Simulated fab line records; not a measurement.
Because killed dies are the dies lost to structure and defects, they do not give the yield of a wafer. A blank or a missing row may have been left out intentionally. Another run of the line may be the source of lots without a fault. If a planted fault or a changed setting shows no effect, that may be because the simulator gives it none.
Which tool did it?	flow nand harc	6 lots with 18 wafers sampled at 5 steps, on a route of 1302 steps

WHAT THE GAUGES READ, wafer by wafer
NHARC_END_SORT_01.
lot	measured	on	killed at array
L819	day 31 03:23	prober-01	26 39 34

WHAT TOOL EACH LOT RAN ON (gives the tool, then ch and the chambers of the sampled wafers, and finally the start)
lot	NHARC_A_CONTACT_ETCH_126	NHARC_A_CONTACT_ETCH_106	NHARC_A_CONTACT_SOFTBAKE_03	NHARC_A_CONTACT_ETCH_30
L806	har cap etch-02 ch 0, day 23 05:58	rie diel-03 ch 0,1,2, day 23 08:28	litho track-06 ch 0, day 23 11:00	rie diel-04 ch 0,2,3, no start
L809	har cap etch-03 ch 0,1, day 24 15:08	rie diel-04 ch 1,2, day 24 17:41	litho track-04 ch 0, day 24 20:00	rie diel-04 ch 0,2,3, no start
L811	har cap etch-01 ch 0,1, day 25 01:43	rie diel-03 ch 0,2,3, day 25 04:14	litho track-04 ch 0, day 25 07:00	rie diel-02 ch 0,1,2, no start
L819	har cap etch-03 ch 0,1, day 28 17:20	rie diel-04 ch 0,3, day 28 20:44	litho track-01 ch 0, day 28 23:00	rie diel-03 ch 1,2,3, day 31 03:23 or earlier
L824	har cap etch-03 ch 0,1, day 30 14:55	rie diel-02 ch 0,1,3, day 30 17:27	litho track-04 ch 0, day 30 20:00	rie diel-02 ch 0,2,3, no start
L826	har cap etch-02 ch 0,1, day 32 03:29	rie diel-04 ch 1,3, day 32 06:11	litho track-04 ch 0, day 32 12:00	rie diel-04 ch 2,3, no start
- NHARC_A_CONTACT_ETCH_126: etches the open film in C4F8/O2/Ar, time 197 s, target depth 1918 nm.
- NHARC_A_CONTACT_ETCH_106: etches the open film in CF4/O2, target depth 90 nm, overetch 9 nm, time 49.5 s.
- NHARC_A_CONTACT_SOFTBAKE_03: time 55 s.
- NHARC_A_CONTACT_ETCH_30: etches the open film in CF4/CHF3, target depth 72.6 nm, time 36.3 s.

THE ANSWER, worked out from the rows above alone
Rule: the usual values come from the lots themselves. The widest of any qualifying gaps counts: lots, ordered by their means at a reading, are off when they make up no more than a third of the lots, leave a main group of 4 or more, and stand apart from it by 3 or more times the standard deviation of that group's means. The tables above print the reading to a certain number of digits; a main group whose means all agree to those digits is not used. Also off: a lot with no number at a reading for which 4 or more lots have one. All remaining lots with rows at the step are treated as sound.
Across all readings shown, no lot is off: no conclusion can be drawn from this.

WHAT WAS PUT IN BY THE SIMULATOR
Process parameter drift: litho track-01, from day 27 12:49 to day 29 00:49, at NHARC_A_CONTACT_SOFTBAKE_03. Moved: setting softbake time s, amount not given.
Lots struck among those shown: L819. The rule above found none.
